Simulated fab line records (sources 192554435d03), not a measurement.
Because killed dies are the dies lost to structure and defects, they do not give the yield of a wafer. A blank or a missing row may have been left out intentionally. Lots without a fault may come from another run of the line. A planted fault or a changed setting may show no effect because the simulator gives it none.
Chamber matching | flow n5-finfet | N5_BEOL_M4_ILD_DEP_00 on pecvd-01 has 3 sister chambers
The step deposits SiOC from DEMS/O2, target thk 79 nm, time 15.3 s. 30 wafers are shown with their chamber, then 12 later ones without.

## EACH WAFER AND ITS CHAMBER
wafer  | chamber | heater-power-w (W) | throttle-valve-pct (%) | showerhead-plenum-p-Torr (Torr)
L075.2 | 0       | 433                | 12.0                   | 5.696
L075.4 | 0       | 438                | 11.8                   | 5.694
L075.5 | 2       | 603                | 11.6                   | 5.712
L078.1 | 2       | 619                | 11.6                   | 5.720
L078.3 | 1       | 599                | 12.2                   | 5.696
L078.6 | 0       | 485                | 11.7                   | 5.693
L079.1 | 0       | 467                | 11.9                   | 5.694
L079.3 | 2       | 601                | 11.3                   | 5.719
L079.5 | 1       | 561                | 12.3                   | 5.687
L081.1 | 1       | 597                | 12.6                   | 5.711
L081.2 | 2       | 591                | 11.7                   | 5.700
L081.3 | 0       | 494                | 12.0                   | 5.697
L084.1 | 1       | 587                | 12.3                   | 5.699
L084.3 | 0       | 489                | 11.9                   | 5.705
L084.6 | 0       | 464                | 11.8                   | 5.695
L085.2 | 1       | 531                | 12.1                   | 5.708
L085.3 | 0       | 431                | 12.2                   | 5.694
L085.6 | 1       | 536                | 12.1                   | 5.687
L088.1 | 2       | 611                | 11.0                   | 5.712
L088.2 | 0       | 464                | 12.0                   | 5.707
L088.5 | 1       | 600                | 12.4                   | 5.683
L089.1 | 1       | 573                | 12.6                   | 5.704
L089.5 | 0       | 466                | 12.3                   | 5.694
L089.6 | 2       | 598                | 11.2                   | 5.710
L090.1 | 0       | 411                | 12.2                   | 5.689
L090.3 | 2       | 643                | 10.9                   | 5.719
L090.5 | 1       | 528                | 12.3                   | 5.695
L091.2 | 0       | 470                | 12.3                   | 5.702
L091.3 | 2       | 623                | 11.0                   | 5.723
L091.4 | 1       | 538                | 12.3                   | 5.707

SIGNATURES, as means of the wafers listed above
reading                  | chamber 0 | chamber 1 | chamber 2 | scatter within a chamber
heater-power-w           | 459.33    | 565.00    | 611.12    | 25.3
throttle-valve-pct       | 12.008    | 12.320    | 11.287    | 0.229
showerhead-plenum-p-Torr | 5.69667   | 5.69770   | 5.71438   | 0.0076
Rule: for a wafer and a chamber, the distance is found by dividing, reading by reading, the gap between the wafer's reading and the chamber's mean by the reading's scatter, squaring, summing and taking the root. If the next closest chamber is less than 2 further off than the closest, the wafer can't be placed; otherwise it belongs to the closest. How the scatter is found: for the shown wafers, subtract from each reading the mean of its chamber, square and add these, divide the total by (wafers less chambers), then take the root.

## WAFERS WITHOUT THEIR CHAMBER
wafer  | heater-power-w (W) | throttle-valve-pct (%) | showerhead-plenum-p-Torr (Torr)
L092.1 | 457                | 12.0                   | 5.683
L092.2 | 548                | 11.3                   | 5.700
L092.5 | 565                | 11.1                   | 5.718
L095.1 | 598                | 12.2                   | 5.702
L095.3 | 480                | 11.9                   | 5.680
L095.4 | 575                | 12.4                   | 5.704
L096.1 | 432                | 12.1                   | 5.693
L096.2 | 593                | 11.2                   | 5.710
L096.3 | 534                | 12.5                   | 5.705
L097.1 | 592                | 11.0                   | 5.693
L097.4 | 589                | 11.0                   | 5.703
L097.5 | 479                | 12.0                   | 5.672

## WHICH CHAMBER EACH WENT THROUGH
wafer  | from the rows above          | in truth
L092.1 | 0                            | 0
L092.2 | can't be placed: 2 or 1 or 0 | 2
L092.5 | 2                            | 2
L095.1 | 1                            | 1
L095.3 | 0                            | 0
L095.4 | 1                            | 1
L096.1 | 0                            | 0
L096.2 | 2                            | 2
L096.3 | 1                            | 1
L097.1 | 2                            | 2
L097.4 | 2                            | 2
L097.5 | can't be placed: 0 or 1      | 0
Correctly placed: 10 of 12. Cannot be placed on the basis of these rows: 2; the candidates contain the true chamber in 2. 0 placed wrongly.
